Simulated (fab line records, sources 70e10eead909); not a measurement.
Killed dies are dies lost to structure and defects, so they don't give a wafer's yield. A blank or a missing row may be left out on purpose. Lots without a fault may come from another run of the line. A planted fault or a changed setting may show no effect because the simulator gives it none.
Which tool did it? | flow nand_harc | 11 lots, 33 wafers sampled, at 4 steps of a route of 1159

WHAT THE GAUGES READ, wafer by wafer
NHARC_A_CHANNEL_HOLE_D1_INSPECT_40.
lot  | measured     | on                | raw_defect_count
L830 | day 9 06:58  | defect_inspect-02 | 22 40 48
L831 | day 9 07:13  | defect_inspect-01 | 79 77 84
L834 | day 9 14:34  | defect_inspect-02 | 46 79 46
L835 | day 9 15:17  | defect_inspect-02 | 40 55 50
L836 | day 9 21:09  | defect_inspect-02 | 62 42 70
L839 | day 11 00:44 | defect_inspect-01 | 66 55 66
L840 | day 11 01:43 | defect_inspect-02 | 31 39 45
L842 | day 11 19:11 | defect_inspect-02 | 43 49 35
L849 | day 13 07:07 | defect_inspect-01 | 671 618 637
L848 | day 13 07:53 | defect_inspect-01 | 64 64 80
L847 | day 13 10:49 | defect_inspect-01 | 637 647 662

WHICH TOOL RAN EACH LOT (tool, then ch and the chambers of the sampled wafers, then the start)
lot  | NHARC_A_CHANNEL_HOLE_D1_ETCH_22  | NHARC_A_CHANNEL_HOLE_D1_ETCH_44    | NHARC_A_CHANNEL_HOLE_D1_STRIP_27
L830 | har_etch-02 ch 0,1, day 9 02:13  | rie_diel-01 ch 0,1,3, day 9 05:58  | rie_diel-01 ch 1,2,3, day 9 06:58 or earlier
L831 | har_etch-01 ch 0,1, day 9 02:22  | rie_diel-08 ch 0,3, day 9 06:14    | rie_diel-08 ch 1,2, day 9 07:13 or earlier
L834 | har_etch-01 ch 0,1, day 9 09:44  | rie_diel-07 ch 1,2,3, day 9 13:36  | rie_diel-07 ch 0,1,3, day 9 14:34 or earlier
L835 | har_etch-02 ch 0,1, day 9 10:32  | rie_diel-01 ch 1,2, day 9 14:18    | rie_diel-01 ch 0,1,3, day 9 15:17 or earlier
L836 | har_etch-01 ch 0,1, day 9 16:36  | rie_diel-08 ch 1,2,3, day 9 20:11  | rie_diel-08 ch 0,1,3, day 9 21:09 or earlier
L839 | har_etch-01 ch 0,1, day 10 19:52 | rie_diel-01 ch 0,2,3, day 10 23:39 | rie_diel-01 ch 0,3, day 11 00:44 or earlier
L840 | har_etch-02 ch 0,1, day 10 20:57 | rie_diel-08 ch 1,3, day 11 00:42   | rie_diel-08 ch 0,1,2, day 11 01:43 or earlier
L842 | har_etch-02 ch 0,1, day 11 14:23 | rie_diel-07 ch 1,2,3, day 11 18:13 | rie_diel-07 ch 0,1,2, day 11 19:11 or earlier
L849 | har_etch-01 ch 1, day 13 01:49   | rie_diel-01 ch 0,2, day 13 06:08   | rie_diel-01 ch 1,2,3, day 13 07:07 or earlier
L848 | har_etch-02 ch 0,1, day 13 03:05 | rie_diel-08 ch 0,3, day 13 06:55   | rie_diel-08 ch 0,1,3, day 13 07:53 or earlier
L847 | har_etch-01 ch 0,1, day 13 06:08 | rie_diel-01 ch 0,1,3, day 13 09:50 | rie_diel-01 ch 0,2,3, day 13 10:49 or earlier
- NHARC_A_CHANNEL_HOLE_D1_ETCH_22: etches the open film in C4F8/O2/Ar, time 666.7 s, target depth 1600 nm.
- NHARC_A_CHANNEL_HOLE_D1_ETCH_44: etches the open film in CF4/O2, target depth 140 nm, overetch 14 nm, time 77 s.
- NHARC_A_CHANNEL_HOLE_D1_STRIP_27: strips in O2.

THE ANSWER, worked out from the rows above alone
Rule: what is usual is taken from the lots themselves. Put in order of their means at a reading, lots are off if they are a third of the lots or fewer, leave a main group of 4 or more, and stand apart from it by a gap of 3 or more times the standard deviation of the main group's means; of several such gaps the widest counts. A main group whose means are all the same, to the digits that the tables above print for the reading, isn't used. A lot without any number at a reading at which 4 lots or more have one is off too. The other lots that the step has rows for count as sound.
Off: L849, L847, at NHARC_A_CHANNEL_HOLE_D1_INSPECT_40 (raw_defect_count). The main group: mean 55, standard deviation 14.
A tool fits if, at a process step before that reading, it ran every lot that is off, and no sound lot after the first of them. The gauges at NHARC_A_CHANNEL_HOLE_D1_INSPECT_40 are tried like those tools. NHARC_A_CHANNEL_HOLE_D1_STRIP_27 gives no start for some lots, so the hours and the order of its lots are those of NHARC_A_CHANNEL_HOLE_D1_INSPECT_40. Can't be told from this: 2 tools fit, har_etch-01 at NHARC_A_CHANNEL_HOLE_D1_ETCH_22, rie_diel-01 at NHARC_A_CHANNEL_HOLE_D1_ETCH_44 and NHARC_A_CHANNEL_HOLE_D1_STRIP_27.

WHAT THE SIMULATOR HAD PUT IN
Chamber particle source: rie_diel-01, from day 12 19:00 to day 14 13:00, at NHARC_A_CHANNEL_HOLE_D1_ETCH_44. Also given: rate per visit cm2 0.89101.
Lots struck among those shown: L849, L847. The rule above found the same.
